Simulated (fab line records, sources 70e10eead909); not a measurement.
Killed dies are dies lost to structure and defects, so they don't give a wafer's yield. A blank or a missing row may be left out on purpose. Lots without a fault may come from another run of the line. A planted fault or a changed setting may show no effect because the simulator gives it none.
Chamber matching | flow nand_harc | NHARC_A_CONTACT_DESCUM_13 on rie_diel-09: 4 sister chambers
The step chemistry O2, time 3 s. 14 wafers are shown with their chamber, then 7 later ones without.

WAFERS WITH THEIR CHAMBER
wafer  | chamber | drypump_motor_current_A (A) | showerhead_plenum_p_Torr (Torr) | oes_product_au (a.u.)
L078.1 | 3       | 6.1                         | 1.94                            | 0.991
L078.5 | 0       | 5.8                         | 1.81                            | 0.992
L078.6 | 3       | 6.1                         | 1.94                            | 1.000
L081.1 | 2       | 6.0                         | 1.76                            | 0.978
L081.3 | 1       | 5.5                         | 1.80                            | 1.003
L081.6 | 0       | 5.8                         | 1.81                            | 0.993
L084.1 | 3       | 6.1                         | 1.94                            | 1.000
L084.3 | 0       | 5.8                         | 1.81                            | 1.011
L084.5 | 0       | 5.7                         | 1.81                            | 1.015
L085.3 | 1       | 5.5                         | 1.80                            | 0.996
L085.5 | 3       | 6.1                         | 1.94                            | 0.997
L085.6 | 2       | 6.0                         | 2.08                            | 0.994
L091.1 | 2       | 6.0                         | 2.07                            | 0.989
L091.4 | 3       | 6.1                         | 1.94                            | 1.008

SIGNATURES (means of the wafers above)
reading                  | chamber 0 | chamber 1 | chamber 2 | chamber 3 | scatter within a chamber
drypump_motor_current_A  | 5.775     | 5.500     | 6.000     | 6.100     | 0.0274
showerhead_plenum_p_Torr | 1.8100    | 1.8000    | 1.9700    | 1.9400    | 0.0814
oes_product_au           | 1.00275   | 0.99950   | 0.98700   | 0.99920   | 0.00859
Rule: a wafer's distance from a chamber is the root of the sum, over the readings, of the square of ((its reading less the chamber's mean) divided by the reading's scatter). The wafer belongs to the nearest chamber; if the next one is less than 2 further off, it can't be placed. The scatter: the root of (the sum of the squares of (reading less its chamber's mean) over the shown wafers, divided by (wafers less chambers)).

WAFERS WITHOUT THEIR CHAMBER
wafer  | drypump_motor_current_A (A) | showerhead_plenum_p_Torr (Torr) | oes_product_au (a.u.)
L091.5 | 6.1                         | 1.94                            | 1.006
L095.1 | 5.7                         | 1.81                            | 1.001
L095.2 | 6.0                         | 2.07                            | 1.004
L095.4 | 5.5                         | 1.80                            | 0.995
L097.3 | 5.8                         | 1.81                            | 1.000
L097.5 | 5.5                         | 1.80                            | 0.998
L097.6 | 5.8                         | 1.81                            | 1.008

WHICH CHAMBER EACH WENT THROUGH
wafer  | from the rows above     | in truth
L091.5 | 3                       | 3
L095.1 | 0                       | 0
L095.2 | can't be placed: 2 or 3 | 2
L095.4 | 1                       | 1
L097.3 | 0                       | 0
L097.5 | 1                       | 1
L097.6 | 0                       | 0
Placed correctly: 6 of 7. Can't be placed from these rows: 1 (the true chamber is among the candidates in 1). Placed wrongly: 0.
